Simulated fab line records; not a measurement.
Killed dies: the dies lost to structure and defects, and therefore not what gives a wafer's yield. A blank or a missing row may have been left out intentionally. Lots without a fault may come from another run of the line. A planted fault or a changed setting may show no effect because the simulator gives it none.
fab line records | flow nand-harc
[record] lots = 12 | wafers = 36 | last-day = 24
route steps=1159 shown A_STAIRCASE@733 A_SGD_CUT@755
lots untouched by any fault: they come from a run of this same line in which no faults occurred
start-h: start of the lot's first displayed wafer, in hours after the record's first day | wait-h: how many hours have passed since the lot's step before this one | " repeats the value in the row above | L1.1+2: a row that stands for several wafers | - no value, or no start given | * or withheld: withheld | < > ~ a bound
route shown NAME@n: a module of which the file shows steps, and the number in the route of the first | usual: mean/standard deviation taken from wafers without a fault | same: alike in all rows | chamber/n: place in a boat | sites: the reading at each site | _std_site: the standard deviation of these | _edge_site: inner sites' mean taken away from outer sites' mean | radius-mm: for every site, how far away it sits from the centre of the wafer | mask NAME#n: copy n | behind: the tool/chamber that last shaped the wafer | hold: reason for holding the lot/hours on hold/outcome of the hold | device: the transistor (n, p or np) that didn't switch | end of line: tests run on the same wafers once the route is complete | a step with no rows: only its recipe | killed: not the wafer's yield, but the dies lost to structure and defects at the first sort | map: dies across one wafer; x = killed, . = not, _ = none there
set.NAME: the setting that was run; set.NAME@STEP: the one run at that earlier step | model.NAME: the simulator's own value behind a step, which no gauge read
steps of the route over a sample of lots; a table a step, a row a wafer
services: a tool's chamber out of use, with start hour (start-h, from the record's first day; less than 0 if before it), hours out, and reason
[[steps]]
[step NHARC_A_STAIRCASE_CMP_450]
[recipe] target-thk-nm = 200 | material = SiO2
[usual] motor-current-A = 11.5/1
lot.wafer | tool   | chamber | start-h | wait-h | motor-current-A
L187.4    | cmp-03 | 2       | 308.80  | -      | 11.4
L187.1    | "      | 1       | "       | "      | 11.9
L187.5    | "      | 2       | "       | "      | 11.2
L188.3    | cmp-04 | 3       | 309.08  | -      | 10.8
L188.2    | "      | 0       | "       | "      | 11.7
L188.4    | "      | 2       | "       | "      | 10.6
L191.3    | cmp-03 | 1       | 328.75  | -      | 12.0
L191.6    | "      | 3       | "       | "      | 12.3
L191.5    | "      | 0       | "       | "      | 12.9
L193.3    | cmp-02 | 2       | 340.05  | -      | 10.1
L193.4    | "      | 3       | "       | "      | 12.0
L193.2    | "      | 0       | "       | "      | 13.2
L194.2    | cmp-02 | 3       | 353.30  | -      | 12.2
L194.4    | "      | 0       | "       | "      | 11.9
L194.5    | "      | 3       | "       | "      | 12.5
L196.3    | cmp-04 | 2       | 361.95  | -      | 11.0
L196.4    | "      | 0       | "       | "      | 11.7
L196.2    | "      | 1       | "       | "      | 10.7
L200.4    | cmp-04 | 0       | 376.77  | -      | 11.7
L200.1    | "      | 2       | "       | "      | 11.2
L200.6    | "      | 0       | "       | "      | 11.9
L204.2    | cmp-02 | 3       | 397.94  | -      | 12.4
L204.4    | "      | 1       | "       | "      | 13.0
L204.5    | "      | 3       | "       | "      | 12.5
L205.3    | cmp-04 | 0       | 408.52  | -      | 12.4
L205.5    | "      | 1       | "       | "      | 10.0
L205.6    | "      | 2       | "       | "      | 10.9
L207.1    | cmp-04 | 1       | 422.20  | -      | 11.3
L207.3    | "      | 3       | "       | "      | 9.9
L207.5    | "      | 1       | "       | "      | 9.9
L208.3    | cmp-04 | 3       | 435.96  | -      | 10.3
L208.2    | "      | 1       | "       | "      | 10.5
L208.5    | "      | 0       | "       | "      | 13.0
L210.2    | cmp-03 | 2       | 436.47  | -      | 11.7
L210.4    | "      | 0       | "       | "      | 13.0
L210.5    | "      | 2       | "       | "      | 11.9
[step NHARC_A_STAIRCASE_STRIP_475]
[recipe] time-s = 20 | o2-flow-sccm = 500 | ar-flow-sccm = 0 | bias-w = 0 | chemistry = O2
[usual] drypump-motor-current-A = 5.7/0.41 | oes-product-au = 1.002/0.014 | rf-vpp-V = 57.9/0.82 | showerhead-plenum-p-Torr = 3.55/0.13 | throttle-valve-pct = 17.037/0.0092
lot.wafer | tool        | chamber | start-h | wait-h | drypump-motor-current-A | oes-product-au | rf-hours-counter-h | rf-vpp-V | showerhead-plenum-p-Torr | throttle-valve-pct
L187.4    | rie-diel-01 | 2       | -       | -      | 5.8                     | 1.007          | 59                 | 58.3     | 3.70                     | 17.040
L187.1    | "           | 0       | "       | "      | 5.4                     | 0.996          | 57                 | 58.0     | 3.58                     | 17.042
L187.5    | "           | 3       | "       | "      | 6.1                     | 1.006          | -                  | 57.7     | 3.58                     | 17.032
L188.2    | rie-diel-01 | 1       | -       | -      | 5.9                     | 1.012          | 57                 | 57.3     | 3.33                     | 17.025
L188.4    | "           | 2       | "       | "      | 5.8                     | 1.016          | 59                 | 59.6     | 3.70                     | 17.053
L188.3    | "           | 3       | "       | "      | 6.1                     | 1.011          | 61                 | 58.0     | 3.58                     | 17.047
L191.3    | rie-diel-01 | 0       | -       | -      | 5.4                     | 0.968          | 3                  | 57.2     | 3.58                     | 17.050
L191.5    | "           | 0       | "       | "      | 5.4                     | 0.977          | -                  | 58.6     | 3.58                     | 17.041
L191.6    | "           | 1       | "       | "      | 5.9                     | 0.986          | -                  | 56.5     | 3.33                     | 17.046
L193.2    | rie-diel-11 | 0       | -       | -      | 5.4                     | 1.017          | 53                 | 58.3     | 3.69                     | 17.026
L193.3    | "           | 1       | "       | "      | 5.8                     | 0.993          | 52                 | 56.7     | 3.44                     | 17.037
L193.4    | "           | 2       | "       | "      | 5.6                     | 1.002          | 55                 | 56.3     | 3.40                     | 17.038
L194.2    | rie-diel-13 | 1       | -       | -      | 5.5                     | 1.009          | 28                 | 57.0     | 3.57                     | 17.040
L194.4    | "           | 3       | "       | "      | 5.4                     | 0.997          | 28                 | 57.8     | 3.43                     | 17.026
L194.5    | "           | 0       | "       | "      | 6.7                     | 1.021          | -                  | 59.3     | 3.76                     | 17.047
L196.3    | rie-diel-11 | 1       | -       | -      | 5.8                     | 0.990          | 59                 | 56.9     | 3.44                     | 17.054
L196.4    | "           | 2       | "       | "      | 5.6                     | 1.003          | 62                 | 57.0     | 3.40                     | 17.047
L196.2    | "           | 3       | "       | "      | 5.8                     | 0.995          | 61                 | 59.3     | 3.64                     | 17.036
L200.4    | rie-diel-11 | 3       | -       | -      | 5.8                     | 0.995          | 1                  | 57.2     | 3.64                     | 17.046
L200.1    | "           | 1       | "       | "      | 5.8                     | 0.982          | 1                  | 58.6     | 3.44                     | 17.032
L200.6    | "           | 2       | "       | "      | 5.6                     | 1.005          | -                  | 57.1     | 3.40                     | 17.042
L204.4    | rie-diel-11 | 2       | -       | -      | 5.6                     | 0.998          | 8                  | 58.0     | 3.39                     | 17.031
L204.2    | "           | 0       | "       | "      | 5.4                     | 0.992          | 9                  | 58.5     | 3.68                     | 17.040
L204.5    | "           | 2       | "       | "      | 5.6                     | 1.002          | -                  | 58.1     | 3.39                     | 17.027
L205.3    | rie-diel-11 | 3       | -       | -      | 5.8                     | 0.997          | 12                 | 57.9     | 3.64                     | 17.039
L205.5    | "           | 1       | "       | "      | 5.8                     | 0.975          | -                  | 57.5     | 3.43                     | 17.046
L205.6    | "           | 2       | "       | "      | 5.6                     | 1.001          | -                  | 57.5     | 3.39                     | 17.029
L207.3    | rie-diel-01 | 3       | -       | -      | 6.1                     | 0.992          | 38                 | 57.6     | 3.56                     | 17.046
L207.1    | "           | 2       | "       | "      | 5.8                     | 1.000          | 35                 | 58.6     | 3.68                     | 17.044
L207.5    | "           | 0       | "       | "      | 5.4                     | 0.987          | -                  | 58.2     | 3.56                     | 17.037
L208.2    | rie-diel-11 | 3       | -       | -      | 5.8                     | 0.990          | 23                 | 56.9     | 3.63                     | 17.034
L208.3    | "           | 1       | "       | "      | 5.8                     | 0.983          | 20                 | 57.2     | 3.42                     | 17.035
L208.5    | "           | 2       | "       | "      | 5.6                     | 1.009          | -                  | 55.3     | 3.39                     | 17.034
L210.4    | rie-diel-13 | 0       | -       | -      | 6.7                     | 1.032          | 61                 | 57.5     | 3.74                     | 17.043
L210.2    | "           | 1       | "       | "      | 5.5                     | 0.996          | 60                 | 57.2     | 3.55                     | 17.040
L210.5    | "           | 0       | "       | "      | 6.7                     | 1.035          | -                  | 57.3     | 3.74                     | 17.046
[step NHARC_A_SGD_CUT_EXPOSE_06]
[recipe] na = 1.35 | dose-mj = 85.59 | mask-id = SGD
lot.wafer  | tool            | chamber | start-h | wait-h | mask
L187.1+4+5 | arfi-scanner-03 | 0       | 311.26  | -      | SGD#0
L188.2+3+4 | arfi-scanner-02 | 0       | 311.57  | -      | SGD#0
L191.3+5+6 | arfi-scanner-03 | 0       | 331.16  | -      | SGD#0
L193.2+3+4 | arfi-scanner-01 | 0       | 343.07  | -      | SGD#0
L194.2+4+5 | arfi-scanner-01 | 0       | 357.76  | -      | SGD#0
L196.2+3+4 | arfi-scanner-02 | 0       | 364.40  | -      | SGD#0
L200.1+4+6 | arfi-scanner-02 | 0       | 379.07  | -      | SGD#0
L204.2+4+5 | arfi-scanner-03 | 0       | 400.38  | -      | SGD#0
L205.3+5+6 | arfi-scanner-03 | 0       | 410.97  | -      | SGD#0
L207.1+3+5 | arfi-scanner-02 | 0       | 424.79  | -      | SGD#0
L208.2+3+5 | arfi-scanner-01 | 0       | 438.31  | -      | SGD#0
L210.2+4+5 | arfi-scanner-01 | 0       | 438.80  | -      | SGD#0
[step NHARC_A_SGD_CUT_OVL_MEAS_10]
[usual] overlay-x-nm = -0.4/0.91 | overlay-y-nm = -0.2/0.61
lot.wafer | tool       | chamber | start-h | wait-h | overlay-x-nm | overlay-y-nm
L187.1    | overlay-02 | -       | 311.49  | -      | 1.1          | 0.4
L187.4    | "          | -       | "       | "      | 0.6          | 0.9
L187.5    | "          | -       | "       | "      | 1.3          | 1.4
L188.2    | overlay-02 | -       | 311.79  | -      | 1.3          | -0.5
L188.3    | "          | -       | "       | "      | 1.7          | -1.2
L188.4    | "          | -       | "       | "      | 1.3          | -0.9
L191.3    | overlay-02 | -       | 331.39  | -      | -0.2         | -0.7
L191.5    | "          | -       | "       | "      | -0.5         | -0.6
L191.6    | "          | -       | "       | "      | -0.8         | -0.8
L193.2    | overlay-01 | -       | 343.30  | -      | -0.5         | 0.1
L193.3    | "          | -       | "       | "      | -0.7         | -0.1
L193.4    | "          | -       | "       | "      | -0.2         | -0.2
L194.2    | overlay-01 | -       | 357.99  | -      | -1.5         | 0.4
L194.4    | "          | -       | "       | "      | -0.7         | 0.6
L194.5    | "          | -       | "       | "      | -0.8         | 0.5
L196.2    | overlay-01 | -       | 364.63  | -      | -1.6         | 0.4
L196.3    | "          | -       | "       | "      | -1.9         | -0.2
L196.4    | "          | -       | "       | "      | -1.9         | 0.9
L200.1    | overlay-02 | -       | 379.30  | -      | -0.1         | -0.4
L200.4    | "          | -       | "       | "      | -1.0         | -0.3
L200.6    | "          | -       | "       | "      | -0.7         | -0.7
L204.2    | overlay-01 | -       | 400.61  | -      | 18.6         | 0.5
L204.4    | "          | -       | "       | "      | 18.5         | 0.4
L204.5    | "          | -       | "       | "      | 19.1         | 0.8
L205.3    | overlay-01 | -       | 411.19  | -      | 17.0         | 0.0
L205.5    | "          | -       | "       | "      | 17.0         | -1.1
L205.6    | "          | -       | "       | "      | 16.2         | 0.2
L207.1    | overlay-01 | -       | 425.01  | -      | 0.0          | -1.6
L207.3    | "          | -       | "       | "      | -0.3         | -1.4
L207.5    | "          | -       | "       | "      | -0.6         | -0.9
L208.2    | overlay-02 | -       | 438.53  | -      | 0.1          | 0.3
L208.3    | "          | -       | "       | "      | 0.2          | 0.0
L208.5    | "          | -       | "       | "      | 0.5          | -0.1
L210.2    | overlay-02 | -       | 439.03  | -      | -1.4         | 0.0
L210.4    | "          | -       | "       | "      | -1.3         | 0.5
L210.5    | "          | -       | "       | "      | -1.8         | 0.0
[step NHARC_A_SGD_CUT_STRIP_28]
[recipe] time-s = 20 | o2-flow-sccm = 500 | ar-flow-sccm = 0 | bias-w = 0 | chemistry = O2
[usual] drypump-motor-current-A = 5.6/0.46 | oes-product-au = 0.996/0.017 | rf-vpp-V = 57.7/0.85 | showerhead-plenum-p-Torr = 3.53/0.14 | throttle-valve-pct = 17.036/0.01
lot.wafer | tool        | chamber | start-h | wait-h | drypump-motor-current-A | oes-product-au | rf-hours-counter-h | rf-vpp-V | showerhead-plenum-p-Torr | throttle-valve-pct
L187.1    | rie-diel-04 | 1       | -       | -      | 6.1                     | 0.974          | 1                  | 56.4     | 3.50                     | 17.040
L187.4    | "           | 2       | "       | "      | 5.2                     | 0.986          | 1                  | 57.0     | 3.46                     | 17.023
L187.5    | "           | 0       | "       | "      | 5.6                     | 1.043          | -                  | 57.3     | 3.50                     | 17.047
L188.2    | rie-diel-03 | 2       | -       | -      | 4.9                     | 0.972          | 8                  | 57.9     | 3.67                     | 17.032
L188.3    | "           | 0       | "       | "      | 5.6                     | 1.027          | 8                  | 57.9     | 3.49                     | 17.013
L188.4    | "           | 1       | "       | "      | 5.5                     | 0.997          | 8                  | 57.2     | 3.49                     | 17.029
L191.3    | rie-diel-07 | 3       | -       | -      | 5.6                     | 1.021          | 11                 | 57.1     | 3.71                     | 17.022
L191.6    | "           | 3       | "       | "      | 5.6                     | 1.020          | -                  | 58.7     | 3.71                     | 17.038
L191.5    | "           | 0       | "       | "      | 6.2                     | 1.000          | -                  | 58.0     | 3.33                     | 17.034
L193.2    | rie-diel-07 | 0       | -       | -      | 6.2                     | 0.996          | 11                 | 56.5     | 3.33                     | 17.038
L193.4    | "           | 2       | "       | "      | 5.8                     | 1.003          | 12                 | 56.5     | 3.49                     | 17.048
L193.3    | "           | 3       | "       | "      | 5.6                     | 1.032          | 12                 | 58.4     | 3.70                     | 17.041
L194.2    | rie-diel-04 | 1       | 364.76  | 0.2    | 6.1                     | 0.987          | 5                  | 58.4     | 3.50                     | 17.034
L194.4    | "           | 1       | "       | "      | 6.2                     | 0.983          | -                  | 59.1     | 3.50                     | 17.040
L194.5    | "           | 2       | "       | "      | 5.2                     | 0.984          | -                  | 57.1     | 3.46                     | 17.037
L196.2    | rie-diel-07 | 1       | -       | -      | 6.2                     | 0.974          | 14                 | 57.6     | 3.29                     | 17.043
L196.3    | "           | 3       | "       | "      | 5.6                     | 1.012          | 14                 | 58.3     | 3.70                     | 17.052
L196.4    | "           | 0       | "       | "      | 6.2                     | 1.007          | 14                 | 58.2     | 3.33                     | 17.033
L200.4    | rie-diel-04 | 1       | -       | -      | 6.1                     | 0.981          | 6                  | 57.5     | 3.50                     | 17.043
L200.1    | "           | 0       | "       | "      | 5.6                     | 1.016          | 4                  | 57.9     | 3.50                     | 17.031
L200.6    | "           | 2       | "       | "      | 5.2                     | 0.995          | -                  | 58.9     | 3.46                     | 17.037
L204.4    | rie-diel-03 | 1       | -       | -      | 5.5                     | 0.979          | 0                  | 56.3     | 3.48                     | 17.040
L204.2    | "           | 3       | "       | "      | 4.9                     | 0.986          | 0                  | 57.6     | 3.77                     | 17.046
L204.5    | "           | 2       | "       | "      | 4.9                     | 0.970          | -                  | 57.9     | 3.67                     | 17.032
L205.3    | rie-diel-04 | 0       | -       | -      | 5.6                     | 1.026          | 6                  | 56.1     | 3.50                     | 17.029
L205.5    | "           | 3       | "       | "      | 5.8                     | 0.995          | -                  | 57.1     | 3.59                     | 17.042
L205.6    | "           | 0       | "       | "      | 5.6                     | 1.034          | -                  | 58.4     | 3.50                     | 17.044
L207.1    | rie-diel-03 | 0       | -       | -      | 5.6                     | 1.024          | 2                  | 58.2     | 3.49                     | 17.030
L207.3    | "           | 1       | "       | "      | 5.5                     | 0.988          | 2                  | 57.7     | 3.48                     | 17.043
L207.5    | "           | 3       | "       | "      | 4.9                     | 0.991          | -                  | 56.8     | 3.76                     | 17.014
L210.2    | rie-diel-03 | 2       | 445.04  | 0.2    | 4.9                     | 0.978          | 4                  | 58.2     | 3.66                     | 17.033
L210.5    | "           | 1       | "       | "      | 5.5                     | 0.979          | -                  | 56.7     | 3.48                     | 17.044
L210.4    | "           | 3       | "       | "      | 4.9                     | 0.988          | -                  | 57.4     | 3.76                     | 17.044
L208.3    | rie-diel-03 | 3       | 445.06  | 0.1    | 4.8                     | 0.990          | 4                  | 58.0     | 3.76                     | 17.021
L208.2    | "           | 1       | "       | "      | 5.5                     | 0.986          | 4                  | 56.7     | 3.48                     | 17.013
L208.5    | "           | 3       | "       | "      | 4.8                     | 0.995          | -                  | 59.2     | 3.76                     | 17.024
[[services]]
tool            | chamber | start-h | hours | kind
rie-diel-04     | -       | 288.90  | 9.0   | pm
rie-diel-03     | 2       | 291.78  | 4.4   | repair
rie-diel-03     | -       | 292.47  | 2.1   | repair
rie-diel-01     | 2       | 296.42  | 3.8   | repair
cmp-04          | -       | 301.07  | 4.0   | pm
arfi-scanner-03 | -       | 312.00  | 4.0   | pm
arfi-scanner-01 | -       | 313.42  | 3.7   | repair
rie-diel-01     | -       | 314.88  | 9.0   | pm
rie-diel-03     | 1       | 328.69  | 3.5   | repair
arfi-scanner-01 | -       | 334.88  | 1.2   | repair
cmp-04          | -       | 338.99  | 5.2   | repair
rie-diel-04     | 1       | 343.91  | 4.4   | repair
rie-diel-04     | 0       | 348.26  | 18.2  | repair
rie-diel-03     | 0       | 358.74  | 14.8  | repair
rie-diel-01     | 2       | 362.64  | 2.9   | repair
rie-diel-11     | -       | 366.50  | 9.0   | pm
arfi-scanner-01 | -       | 368.99  | 4.0   | pm
rie-diel-03     | -       | 377.83  | 2.6   | repair
arfi-scanner-01 | -       | 392.24  | 1.9   | repair
rie-diel-03     | -       | 392.56  | 9.0   | pm
cmp-04          | -       | 399.07  | 4.0   | pm
rie-diel-01     | 2       | 423.97  | 50.2  | repair
arfi-scanner-02 | -       | 428.00  | 4.0   | pm
rie-diel-03     | 0       | 441.54  | 11.7  | repair
[[key]]
[first-sign] step = NHARC_A_SGD_CUT_OVL_MEAS_10 | reading = overlay-x-nm | direction = up | sigmas = 20 | usual = -0.4 | struck = 17.7
effect none on later readings
met-at NHARC_A_SGD_CUT_EXPOSE_06
struck-lots L204,L205
tester-left-out L204,L205
not-acting-at NHARC_A_STAIRCASE_CMP_450,NHARC_A_STAIRCASE_STRIP_475,NHARC_A_SGD_CUT_STRIP_28
onset-between 331.16 400.38
[fault] kind = scanner-matching-overlay | tool = arfi-scanner-03 | chamber = - | onset-h = 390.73 | steps = NHARC_A_SGD_CUT_EXPOSE_06 | offset = 19.064
// tester-left-out: of these lots the tester's yield and bins aren't shown, on N5 and GAA mostly nor the transistor test; their killed dies are dies lost to structure and defects alone, not to doping, threshold or leakage, so they don't give the yield
